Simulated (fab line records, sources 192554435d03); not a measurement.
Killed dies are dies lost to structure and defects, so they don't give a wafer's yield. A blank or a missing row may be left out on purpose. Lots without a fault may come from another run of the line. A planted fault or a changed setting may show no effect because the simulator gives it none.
Split-lot experiment | flow n5_finfet | 7 lots, 39 wafers read, on a route of 1938 steps

THE SPLIT
At N5_BEOL_M10_ILD_DEP_00 (deposits SiCOH lowk from DEMS/porogen, target thk 308.51 nm, time 58 s), the setting target_thk_a was moved away from the recipe's 3085.1 angstrom on 15 of the 39 wafers read, by -39.5% to +55.7%. The other wafers ran this setting at the recipe's value.

FROM THE SPLIT TO THE READING: what the file shows between them, 1 step
- N5_BEOL_M10_CURE_71: cures SiCOH lowk, time 240 s

THE READING
M10_ILD_THK, in nm, at N5_BEOL_M10_THK_MEAS_01. Fault-free wafers of this fab line usually give 269 nm, standard deviation 4.4 nm.

wafer  | tool, chamber at the split | target_thk_a as run, angstrom | against the recipe | M10_ILD_THK, nm | against lot-mates on the recipe
L076.3 | pecvd-01, 0                | 3085.1                        | recipe             | 262             | -
L076.4 | pecvd-01, 0                | 3085.1                        | recipe             | 266             | -
L076.5 | pecvd-01, 2                | 3085.1                        | recipe             | 271             | -
L079.1 | pecvd-03, 1                | 3085.1                        | recipe             | 266             | -
L079.2 | pecvd-03, 2                | 4805                          | +55.7%             | 420             | +150
L079.3 | pecvd-03, 1                | 4805                          | +55.7%             | 424             | +154
L079.4 | pecvd-03, 2                | 3085.1                        | recipe             | 274             | -
L079.5 | pecvd-03, 2                | 3085.1                        | recipe             | 269             | -
L079.6 | pecvd-03, 1                | 4805                          | +55.7%             | 422             | +152
L081.1 | pecvd-04, 0                | 3085.1                        | recipe             | 274             | -
L081.2 | pecvd-04, 1                | 3629                          | +17.6%             | 317             | +42
L081.3 | pecvd-04, 2                | 3629                          | +17.6%             | 317             | +42
L081.4 | pecvd-04, 2                | 3629                          | +17.6%             | 320             | +45
L081.5 | pecvd-04, 0                | 3085.1                        | recipe             | 280             | -
L081.6 | pecvd-04, 1                | 3085.1                        | recipe             | 271             | -
L091.1 | pecvd-04, 1                | 3085.1                        | recipe             | 261             | -
L091.2 | pecvd-04, 0,1              | 3085.1                        | recipe             | 270             | -
L091.3 | pecvd-04, 2                | 3085.1                        | recipe             | 267             | -
L091.4 | pecvd-04, 2                | 3085.1                        | recipe             | 269             | -
L091.5 | pecvd-04, 0,1              | 3085.1                        | recipe             | 270             | -
L091.6 | pecvd-04, 0                | 3085.1                        | recipe             | 274             | -
L092.1 | pecvd-04, 2                | 4198                          | +36.1%             | 360             | +93
L092.2 | pecvd-04, 0                | 4198                          | +36.1%             | 367             | +100
L092.3 | pecvd-04, 1                | 3085.1                        | recipe             | 264             | -
L092.4 | pecvd-04, 1                | 4198                          | +36.1%             | 365             | +98
L092.5 | pecvd-04, 2                | 3085.1                        | recipe             | 265             | -
L092.6 | pecvd-04, 0                | 3085.1                        | recipe             | 271             | -
L094.1 | pecvd-03, 1                | 3943                          | +27.8%             | 348             | +72
L094.2 | pecvd-03, 0                | 3085.1                        | recipe             | 276             | -
L094.3 | pecvd-03, 2                | 3085.1                        | recipe             | 275             | -
L094.4 | pecvd-03, 2                | 3943                          | +27.8%             | 354             | +78
L094.5 | pecvd-03, 0                | 3943                          | +27.8%             | 354             | +78
L094.6 | pecvd-03, 1                | 3085.1                        | recipe             | 278             | -
L095.1 | pecvd-04, 0                | 1867                          | -39.5%             | 161             | -111
L095.2 | pecvd-04, 2                | 1867                          | -39.5%             | 158             | -114
L095.3 | pecvd-04, 0                | 3085.1                        | recipe             | 273             | -
L095.4 | pecvd-04, 2                | 1867                          | -39.5%             | 162             | -110
L095.5 | pecvd-04, 2                | 3085.1                        | recipe             | 271             | -
L095.6 | pecvd-04, 0                | 3085.1                        | recipe             | 272             | -
Where a row lists several chambers, the file gives one row for several wafers and doesn't say which wafer went through which chamber.

THE FIT
A straight line over all 39 wafers: M10_ILD_THK changes by +2.74 nm for each +1% of target_thk_a; r = +1.00; the points scatter about the line by 4.6 nm.
The same after taking each lot's own level away (the mean of its wafers on the recipe; 39 wafers): +2.75 nm for each +1%; r = +1.00; scatter 3.4 nm.
On that fit, the largest move of target_thk_a shifts the reading by 1.5e+02 nm.
The lots' own levels span 266.3 to 276.3 nm, that is 2.3 times the standard deviation above.
So the lot-to-lot level changes the slope little: the two slopes agree.
Check: with one of the wafers moved furthest among these (+55.7%) left out of the fit, the line predicts +152 nm for it against its lot-mates. It came out at +150 nm against them.

OTHER SPLITS ON THESE WAFERS
These wafers also went through other splits before the reading. Each is held against what the fit with the lots' levels taken away leaves over:
other split on the same wafers           | wafers away from the commonest value | r with M10_ILD_THK (lot level and that fit taken away)
N5_BEOL_M3_ILD_DEP_00 target_thk_a       | 12                                   | -0.16
N5_BEOL_M5_TRENCH_ETCH_37 target_depth_a | 18                                   | +0.07
N5_BEOL_M5_CVD_47 target_thk_a           | 18                                   | -0.06

THE WHOLE CHAIN: every reading that the file lists as answering this split, in the file's order
step                    | what it does                                                           | reading                                                                                   | change (the file's fit)              | r (the file's)
N5_BEOL_M10_ILD_DEP_00  | deposits SiCOH lowk from DEMS/porogen, target thk 308.51 nm, time 58 s | SiCOH_lowk_of_BEOL_M10_ILD_DEP_00.thk_nm (the simulator's own value, which no gauge read) | +3.08 nm for each +1% of the setting | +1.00
N5_BEOL_M10_CURE_71     | cures SiCOH lowk, time 240 s                                           | SiCOH_lowk_of_BEOL_M10_ILD_DEP_00.thk_nm (the simulator's own value, which no gauge read) | +2.74 nm for each +1% of the setting | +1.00
N5_BEOL_M10_THK_MEAS_01 |                                                                        | M10_ILD_THK                                                                               | +2.74 for each +1% of the setting    | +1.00

THE FILE'S OWN FIT
M10_ILD_THK changes by +2.74 nm for each +1% of target_thk_a, r = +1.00.
